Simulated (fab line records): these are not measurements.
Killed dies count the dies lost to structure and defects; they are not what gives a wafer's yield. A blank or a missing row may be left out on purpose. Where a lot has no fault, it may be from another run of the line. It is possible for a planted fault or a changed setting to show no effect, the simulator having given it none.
Lot-split experiment | flow n5_finfet | on a route of 1938 steps: 7 lots, 21 wafers read

## ON THE SPLIT
At N5_BEOL_M11_ETCH_41 (etches SiCN in CH3F/O2, target depth 42.6 nm, time 86 s), the setting time_s was moved away from the recipe's 86 s on 7 of the 21 wafers read, by -20.6% to +13.3%. This setting was run at the recipe's value on the other wafers.

The split's own step is where the reading is taken.

## THE READING
etch.depth_nm (the simulator's own value, which no gauge read), in nm, at N5_BEOL_M11_ETCH_41 (etches SiCN in CH3F/O2, target depth 42.6 nm, time 86 s). There is no usual value for it anywhere in the file. Here, 14 wafers ran the recipe; their average is 32.65 nm with a standard deviation of 0.38 nm.

wafer  | tool, chamber at the split | time_s as run, s | against the recipe | etch.depth_nm, nm | against lot-mates on the recipe
L076.2 | rie_diel-06, 1             | 86               | recipe             | 32.68             | -
L076.3 | rie_diel-06, 0             | 68.27            | -20.6%             | 25.45             | -7.25
L076.4 | rie_diel-06, 1             | 86               | recipe             | 32.73             | -
L078.2 | rie_diel-03, 3             | 86               | recipe             | 32.35             | -
L078.3 | rie_diel-03, 2             | 86               | recipe             | 32.68             | -
L078.5 | rie_diel-03, 2             | 86               | recipe             | 32.46             | -
L080.1 | rie_diel-03, 0             | 86               | recipe             | 32.34             | -
L080.2 | rie_diel-03, 2             | 97.4             | +13.3%             | 36.87             | +4.75
L080.3 | rie_diel-03, 3             | 86               | recipe             | 31.9              | -
L083.1 | rie_diel-06, 1,2           | 72.16            | -16.1%             | 27.2              | no lot-mate on the recipe
L083.3 | rie_diel-06, 1,2           | 72.16            | -16.1%             | 27.2              | no lot-mate on the recipe
L083.6 | rie_diel-06, 1             | 72.16            | -16.1%             | 27.42             | no lot-mate on the recipe
L084.2 | rie_diel-03, 1             | 86               | recipe             | 32.6              | -
L084.3 | rie_diel-03, 3             | 69.65            | -19.0%             | 25.86             | -6.74
L084.4 | rie_diel-03, 0             | 69.65            | -19.0%             | 26.3              | -6.30
L086.2 | rie_diel-01, 2             | 86               | recipe             | 32.67             | -
L086.4 | rie_diel-01, 3             | 86               | recipe             | 33.41             | -
L086.6 | rie_diel-01, 2             | 86               | recipe             | 32.56             | -
L097.3 | rie_diel-01, 3             | 86               | recipe             | 33.13             | -
L097.5 | rie_diel-01, 2             | 86               | recipe             | 32.38             | -
L097.6 | rie_diel-01, 3             | 86               | recipe             | 33.25             | -
Rows listing several chambers each stand for several wafers; the file does not say which wafer went through which chamber.

FIT RESULTS
A straight line over all 21 wafers: etch.depth_nm changes by +0.339 nm for each +1% of time_s; r = +0.99; the points scatter about the line by 0.35 nm.
The same after taking each lot's own level away (the mean of its wafers on the recipe; 18 wafers): +0.348 nm for each +1%; r = +1.00; scatter 0.27 nm.
The reading moves by 7.2 nm for the largest change in time_s, on that fit.
The lots' own levels span 32.120 to 32.920 nm, that is 2.1 times the standard deviation above.
The two slopes agree, so the slope changes little with the lot-to-lot level.
Check: for one of the wafers moved furthest among these (-20.6%), held out of the fit, the line's prediction against its lot-mates is -7.12 nm. Against them it came out at -7.25 nm.

## THE OTHER SPLITS THESE WAFERS WENT THROUGH
Note: prior to the reading, these wafers also went through further splits. Each is held against what the fit with the lots' levels taken away leaves over:
other split on the same wafers     | wafers away from the commonest value | r with etch.depth_nm (lot level and that fit taken away)
N5_BEOL_M8_ETCH_65 source_w        | 8                                    | +0.03
N5_BEOL_M9_PECVD_70 time_s         | 10                                   | -0.35
N5_BEOL_M9_COAT_60 spin_rpm        | 7                                    | +0.23
N5_BEOL_M10_ETCH_62 time_s         | 11                                   | -0.12
N5_BEOL_M10_EXPOSE_25 dose_mj      | 3                                    | -0.20
N5_BEOL_M11_HM_DEP_02 target_thk_a | 4                                    | -0.22

## THE FILE'S OWN FIT
etch.depth_nm changes by +0.35 nm for each +1% of time_s, r = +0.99.
